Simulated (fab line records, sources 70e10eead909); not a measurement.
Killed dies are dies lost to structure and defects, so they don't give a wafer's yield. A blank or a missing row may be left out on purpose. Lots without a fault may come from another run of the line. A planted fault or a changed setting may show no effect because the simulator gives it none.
One fault seen from 2 desks | flow nand_harc | each desk has only its own numbers; what lay behind them comes last

THE METROLOGY DESK
What the gauges read, lot by lot, whatever tool the lot ran on: means of the sampled wafers that have a number. A lot is out of limits, marked OUT, if its mean lies more than 4 standard deviations from the usual mean; the brackets give that distance.
Columns: A = thk_nm at NHARC_P_BONDPAD_THK_MEAS_20, usual 161.0 nm; B = thk_nm at NHARC_A_ONON_D1_THK_MEAS_21, usual 1001 nm
lot  | first seen here | A     | B
L603 | day 6 23:35     | 160.3 | 998
L606 | day 7 11:02     | 160.5 | 1005
L609 | day 8 02:22     | 161.8 | 1008
L608 | day 8 03:37     | 161.1 | 999
L610 | day 8 10:20     | 161.9 | 984
L612 | day 8 19:02     | 161.1 | 573 (-48) OUT
L615 | day 9 15:24     | 160.2 | 1022
L614 | day 9 16:42     | 161.8 | 581 (-47) OUT
L619 | day 10 22:19    | 160.8 | 1013
L621 | day 11 07:48    | 160.2 | 1011
L624 | day 11 21:50    | 160.7 | 1007
L625 | day 12 06:32    | 162.9 | 999
This desk's finding: out of limits on L612, L614; first on L612, day 10 07:46 (thk_nm at NHARC_A_ONON_D1_THK_MEAS_21). In limits: L603, L606, L609, L608, L610, L615, L619, L621, L624, L625.

THE TOOL OWNER'S DESK: pecvd_onon-03
The tool's own readings at NHARC_A_ONON_D1_DEP_19 (target thk 1000 nm): means of the sampled wafers that have a number, for each lot that ran on this tool. A lot is out of limits, marked OUT, if its mean lies more than 4 standard deviations from the usual mean; the brackets give that distance.
Columns: A = n2_flow_sccm at NHARC_A_ONON_D1_DEP_19, usual 2750 sccm; B = nh3_flow_sccm at NHARC_A_ONON_D1_DEP_19, usual 500.2 sccm
lot  | first seen here | A    | B
L603 | day 8 10:22     | 2749 | 501.8
L606 | day 8 21:46     | 2754 | 501.0
L608 | day 9 15:04     | 2744 | 499.5
L610 | day 9 21:48     | 2748 | 499.8
L612 | day 10 07:23    | 2744 | 498.3
L614 | day 11 01:02    | 2754 | 499.3
L624 | day 13 06:38    | 2761 | 499.4
L625 | day 13 17:54    | 2748 | 500.2
This desk's finding: nothing out of limits on any of the 8 lots.

PUT TOGETHER
The metrology desk could have raised an alarm at day 10 07:46, on L612, L614.
The tool owner's desk saw nothing out of limits.
The tool owner's desk has L612, L614 on record, within its limits.
Of the lots named, all ran NHARC_A_ONON_D1_DEP_19 on pecvd_onon-03.

WHAT THE SIMULATOR HAD PUT IN
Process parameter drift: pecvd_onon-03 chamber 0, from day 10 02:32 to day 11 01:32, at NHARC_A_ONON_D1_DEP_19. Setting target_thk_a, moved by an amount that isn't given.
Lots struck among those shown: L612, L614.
Hours from the fault's start to each desk's first reading out of limits: the metrology desk, 5.
